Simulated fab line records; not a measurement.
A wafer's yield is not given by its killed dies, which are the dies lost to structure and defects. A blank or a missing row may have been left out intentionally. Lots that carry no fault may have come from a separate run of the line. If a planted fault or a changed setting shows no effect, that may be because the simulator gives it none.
What tool caused it? ; flow n5Finfet ; 27 wafers from 9 lots sampled at 6 of the route's 1938 steps

WHAT EACH GAUGE READ, for each wafer
N5_DUMMY_GATE_INSPECT_27: inspects for defects (brightfield).
lot;measured;on;rawDefectCount
L657;day 2 23:13;defectInspect-01;386 338 390
L660;day 3 21:39;defectInspect-02;358 305 328
L665;day 5 05:51;defectInspect-02;310 337 420
L667;day 5 13:49;defectInspect-01;280 285 333
L670;day 6 12:47;defectInspect-02;351 309 424
L673;day 7 02:47;defectInspect-02;234 288 349
L676;day 7 18:51;defectInspect-02;235 200 253
L678;day 8 07:17;defectInspect-01;387 205 307
L680;day 8 20:49;defectInspect-01;414 318 365

N5_SD_EPI_N_EPI_MEAS_23.
lot;measured;on;thkNm (nm)
L657;day 3 03:43;filmMetro-02;59.6 59.0 58.8
L660;day 4 02:53;filmMetro-02;60.3 59.3 59.1
L665;day 5 12:35;filmMetro-02;53.1 54.1 50.7
L667;day 5 18:39;filmMetro-02;54.6 53.1 52.8
L670;day 6 18:02;filmMetro-01;57.5 58.4 59.6
L673;day 7 07:38;filmMetro-01;59.4 57.8 59.5
L676;day 7 23:42;filmMetro-02;60.0 58.8 58.4
L678;day 8 11:49;filmMetro-02;58.1 59.2 61.4
L680;day 9 02:35;filmMetro-02;58.9 58.6 61.1

N5_BEOL_M4_RC_MEAS_101.
lot;measured;on;DIBL_N (mV/V);DIBL_P (mV/V);IOFF_N (nA/um);IOFF_P (nA/um);ION_N (uA/um);ION_P (uA/um);SS_N (mV/dec);SS_P (mV/dec);VT_N (mV);VT_P (mV)
L657;day 8 15:29;prober-01;35.6 39.3 37.9;34.3 38.9 37.1;0.13 0.22 0.19;0.14 0.20 0.18;654 684 686;441 455 455;71.5 73.0 72.5;72.4 73.8 73.3;255 247 249;-257 -256 -254
L660;day 9 06:27;prober-02;34.7 31.1 35.3;35.4 31.0 35.7;0.15 0.09 0.14;0.18 0.13 0.19;697 665 679;463 461 464;70.7 70.3 71.1;72.6 71.1 72.5;249 256 249;-256 -256 -252
L665;day 10 10:04;prober-01;35.4 33.4 37.0;34.8 32.0 37.2;0.16 0.12 0.20;0.21 0.17 0.26;662 666 682;463 464 465;71.6 71.6 73.0;72.6 72.0 73.6;246 251 245;-248 -251 -245
L667;day 10 15:20;prober-01;36.0 36.2 37.3;34.6 34.6 35.1;0.13 0.15 0.15;0.21 0.20 0.19;649 677 661;450 466 450;71.0 71.3 71.3;73.0 73.2 72.4;250 246 249;-251 -252 -251
L670;day 11 12:50;prober-01;35.2 35.3 33.4;34.9 34.9 32.1;0.15 0.14 0.12;0.21 0.21 0.17;683 679 674;467 469 462;71.2 71.3 71.4;73.5 73.1 72.2;248 249 254;-248 -249 -250
L673;day 12 14:50;prober-01;37.6 35.6 38.4;37.1 36.4 37.6;0.17 0.13 0.22;0.22 0.20 0.24;678 662 669;467 464 460;71.9 71.2 72.4;73.8 72.4 73.7;248 254 249;-246 -250 -248
L676;day 12 22:39;prober-01;36.2 37.5 37.8;36.9 38.8 38.8;0.18 0.21 0.20;0.22 0.25 0.24;694 697 696;472 472 471;72.3 72.2 72.2;72.9 73.3 73.0;247 246 245;-249 -249 -245
L678;day 13 15:49;prober-01;40.6 38.2 36.6;40.7 37.9 36.7;0.28 0.23 0.18;0.31 0.25 0.22;709 708 702;480 479 478;73.2 72.2 72.0;74.6 73.6 73.9;241 244 246;-246 -245 -247
L680;day 14 14:02;prober-02;38.0 36.1 36.0;40.0 37.1 36.9;0.22 0.18 0.17;0.26 0.23 0.21;710 701 689;477 476 467;72.6 71.7 71.4;73.7 73.3 73.6;242 247 246;-247 -250 -250

WHICH TOOL RAN EACH LOT (tool, then ch and the chambers of the sampled wafers, then the start)
lot;N5_SPACER0_ALD_07;N5_SD_EPI_N_SD_RECESS_17;N5_SD_EPI_N_EPI_21
L657;aldSin-03 ch 0,2,3, day 2 23:15;rieSi-05 ch 0,1, day 3 00:59;epiRpcvd-03 ch 0, day 3 01:59
L660;aldSin-03 ch 0,1,2, day 3 21:41;rieSi-03 ch 0,3, day 3 23:26;epiRpcvd-03 ch 0, day 4 00:36
L665;aldSin-04 ch 2,3, day 5 08:08;rieSi-03 ch 0,2,3, day 5 09:53;epiRpcvd-03 ch 0, day 5 11:09
L667;aldSin-03 ch 0,2,3, day 5 13:51;rieSi-03 ch 1,2,3, day 5 15:56;epiRpcvd-03 ch 0, day 5 16:56
L670;aldSin-02 ch 1,3, day 6 12:49;rieSi-05 ch 2,3, day 6 14:35;epiRpcvd-04 ch 0, day 6 16:08
L673;aldSin-04 ch 1,2,3, day 7 02:50;rieSi-05 ch 1,2,3, day 7 04:56;epiRpcvd-04 ch 0, day 7 05:55
L676;aldSin-02 ch 1,2,3, day 7 19:23;rieSi-05 ch 1,3, day 7 20:59;epiRpcvd-04 ch 0, day 7 22:32
L678;aldSin-02 ch 0,1, day 8 07:20;rieSi-05 ch 0,1,3, day 8 09:04;epiRpcvd-04 ch 0, day 8 10:04
L680;aldSin-03 ch 0,1, day 8 20:52;rieSi-05 ch 0,3, day 8 22:59;epiRpcvd-04 ch 0, day 9 00:19
- N5_SPACER0_ALD_07: deposits SiNx, target thk 2 nm.
- N5_SD_EPI_N_SD_RECESS_17: chemistry HBr/Cl2/O2, target depth 41 nm, time 23.7 s, bt time 3 s.
- N5_SD_EPI_N_EPI_21: deposits Si:P, time 690 s.

AS READ BY THE TOOLS THEMSELVES (means over the sampled wafers that have a number; for cases with no such wafer, the mark the record gives instead)
N5_SPACER0_ALD_07.
lot;tool;chamberPressureTorr (Torr);heaterPowerW (W)
L657;aldSin-03;2.003;808
L660;aldSin-03;1.998;787
L665;aldSin-04;2.000;819
L667;aldSin-03;1.997;804
L670;aldSin-02;1.995;823
L673;aldSin-04;2.000;824
L676;aldSin-02;2.000;782
L678;aldSin-02;2.002;879
L680;aldSin-03;1.999;737

N5_SD_EPI_N_SD_RECESS_17.
lot;tool;drypumpMotorCurrentA (A);mfcCl2Sccm (sccm);oesProductAu (a.u.);throttleValvePct (%)
L657;rieSi-05;5.6;79.85;1.026;36.84
L660;rieSi-03;6.0;80.29;0.999;36.61
L665;rieSi-03;6.2;79.91;0.999;36.71
L667;rieSi-03;6.3;79.80;0.994;36.88
L670;rieSi-05;5.3;80.06;1.005;37.00
L673;rieSi-05;5.6;79.95;1.015;36.98
L676;rieSi-05;5.4;79.98;1.030;36.84
L678;rieSi-05;5.4;79.85;1.019;36.88
L680;rieSi-05;5.3;80.08;1.013;36.90

N5_SD_EPI_N_EPI_21.
lot;tool;chamberPressureTorr (Torr)
L657;epiRpcvd-03;254.9
L660;epiRpcvd-03;254.9
L665;epiRpcvd-03;255.3
L667;epiRpcvd-03;255.4
L670;epiRpcvd-04;254.7
L673;epiRpcvd-04;254.8
L676;epiRpcvd-04;254.9
L678;epiRpcvd-04;255.0
L680;epiRpcvd-04;255.2

THE ANSWER, worked out from the rows above alone
Rule: usual is defined by the lots themselves. The widest of any qualifying gaps counts: lots, ordered by their means at a reading, are off when they make up no more than a third of the lots, leave a main group of 4 or more, and stand apart from it by 3 or more times the standard deviation of that group's means. The tables above print the reading to a certain number of digits; a main group whose means all agree to those digits is not used. A lot without any number at a reading at which 4 lots or more have one is off too. Any other lot the step has rows for is counted as sound. First the gauges in route order, then the tools' own readings, where a lot's mean is used as printed above. At the first step where some lot is off, the reading lying furthest off is the one used; lots without a number count as furthest.
Off: L665, L667 (N5_SD_EPI_N_EPI_MEAS_23, thkNm). The main group has a mean of 59.2 nm with a standard deviation of 0.37.
A tool fits if, at a process step before that reading, it ran every lot that is off, and no sound lot after the first of them. The gauges at N5_SD_EPI_N_EPI_MEAS_23 aren't tried: what is off there is off at N5_SD_EPI_N_SD_RECESS_17 too, on other tools, and a gauge's error can't cause that. This does not decide it: 2 tools fit, namely rieSi-03 at N5_SD_EPI_N_SD_RECESS_17 and epiRpcvd-03 at N5_SD_EPI_N_EPI_21.

WHAT WAS PUT IN BY THE SIMULATOR
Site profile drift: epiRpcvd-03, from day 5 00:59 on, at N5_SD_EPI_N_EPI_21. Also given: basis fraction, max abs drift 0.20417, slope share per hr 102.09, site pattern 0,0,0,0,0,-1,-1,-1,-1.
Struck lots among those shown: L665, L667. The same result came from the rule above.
